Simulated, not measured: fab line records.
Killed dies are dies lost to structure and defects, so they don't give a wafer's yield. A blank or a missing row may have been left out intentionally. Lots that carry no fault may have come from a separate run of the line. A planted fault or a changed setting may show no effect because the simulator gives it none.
Chamber matching / flow nand harc / rie diel-06 running NHARC_P_GATE_DESCUM_93: 4 sister chambers
The step chemistry O2, time 3 s. 16 wafers are shown with their chamber, then 8 later ones without.

## WAFERS WITH THEIR CHAMBER
wafer=L075.2; chamber=3; drypump motor current A (A)=6.0; oes product au (a.u.)=1.018; rf vpp V (V)=58.6
wafer=L075.4; chamber=0; drypump motor current A (A)=5.5; oes product au (a.u.)=1.004; rf vpp V (V)=58.1
wafer=L075.6; chamber=2; drypump motor current A (A)=5.8; oes product au (a.u.)=1.002; rf vpp V (V)=58.2
wafer=L077.1; chamber=1; drypump motor current A (A)=6.7; oes product au (a.u.)=1.003; rf vpp V (V)=59.4
wafer=L077.5; chamber=0; drypump motor current A (A)=5.5; oes product au (a.u.)=1.006; rf vpp V (V)=58.1
wafer=L077.6; chamber=3; drypump motor current A (A)=6.0; oes product au (a.u.)=1.017; rf vpp V (V)=58.8
wafer=L080.4; chamber=2; drypump motor current A (A)=5.8; oes product au (a.u.)=0.996; rf vpp V (V)=56.8
wafer=L080.5; chamber=0; drypump motor current A (A)=5.6; oes product au (a.u.)=1.003; rf vpp V (V)=58.1
wafer=L080.6; chamber=1; drypump motor current A (A)=6.7; oes product au (a.u.)=1.013; rf vpp V (V)=58.1
wafer=L081.1; chamber=0; drypump motor current A (A)=5.5; oes product au (a.u.)=0.999; rf vpp V (V)=57.6
wafer=L081.4; chamber=1; drypump motor current A (A)=6.7; oes product au (a.u.)=1.011; rf vpp V (V)=58.5
wafer=L081.5; chamber=0; drypump motor current A (A)=5.5; oes product au (a.u.)=0.997; rf vpp V (V)=58.3
wafer=L086.1; chamber=3; drypump motor current A (A)=6.0; oes product au (a.u.)=0.993; rf vpp V (V)=57.8
wafer=L086.3; chamber=1; drypump motor current A (A)=6.7; oes product au (a.u.)=1.005; rf vpp V (V)=58.5
wafer=L086.5; chamber=2; drypump motor current A (A)=5.8; oes product au (a.u.)=0.992; rf vpp V (V)=58.3
wafer=L091.1; chamber=1; drypump motor current A (A)=6.7; oes product au (a.u.)=1.008; rf vpp V (V)=58.2

SIGNATURES, as means of the wafers listed above
reading=drypump motor current A; chamber 0=5.520; chamber 1=6.700; chamber 2=5.800; chamber 3=6.000; scatter within a chamber=0.0258
reading=oes product au; chamber 0=1.00180; chamber 1=1.00800; chamber 2=0.99667; chamber 3=1.00933; scatter within a chamber=0.00692
reading=rf vpp V; chamber 0=58.040; chamber 1=58.540; chamber 2=57.767; chamber 3=58.400; scatter within a chamber=0.524
Rule: for each reading, subtract the chamber's mean from the wafer's reading, divide by that reading's scatter and square the result; add these up over the readings and take the root, which gives the wafer's distance from the chamber. If the next closest chamber is less than 2 further off than the closest, the wafer can't be placed; otherwise it belongs to the closest. The scatter is the square root of a quotient: the sum, over the shown wafers, of each reading's squared deviation from its chamber's mean, divided by wafers minus chambers.

## WAFERS WHOSE CHAMBER IS MISSING
wafer=L091.4; drypump motor current A (A)=6.1; oes product au (a.u.)=0.995; rf vpp V (V)=57.7
wafer=L091.5; drypump motor current A (A)=5.6; oes product au (a.u.)=1.016; rf vpp V (V)=58.2
wafer=L096.2; drypump motor current A (A)=6.0; oes product au (a.u.)=1.016; rf vpp V (V)=58.6
wafer=L096.3; drypump motor current A (A)=6.7; oes product au (a.u.)=1.009; rf vpp V (V)=58.0
wafer=L096.5; drypump motor current A (A)=5.8; oes product au (a.u.)=0.999; rf vpp V (V)=58.1
wafer=L097.2; drypump motor current A (A)=6.0; oes product au (a.u.)=1.021; rf vpp V (V)=57.8
wafer=L097.3; drypump motor current A (A)=6.7; oes product au (a.u.)=1.002; rf vpp V (V)=57.8
wafer=L097.5; drypump motor current A (A)=6.7; oes product au (a.u.)=0.999; rf vpp V (V)=56.9

## WHICH CHAMBER EACH ONE RAN IN
wafer=L091.4; from the rows above=3; in truth=3
wafer=L091.5; from the rows above=0; in truth=0
wafer=L096.2; from the rows above=3; in truth=3
wafer=L096.3; from the rows above=1; in truth=1
wafer=L096.5; from the rows above=2; in truth=2
wafer=L097.2; from the rows above=3; in truth=3
wafer=L097.3; from the rows above=1; in truth=1
wafer=L097.5; from the rows above=1; in truth=1
Correct placement for 8 of the 8. Number that these rows cannot place: 0. Wrongly placed: 0.
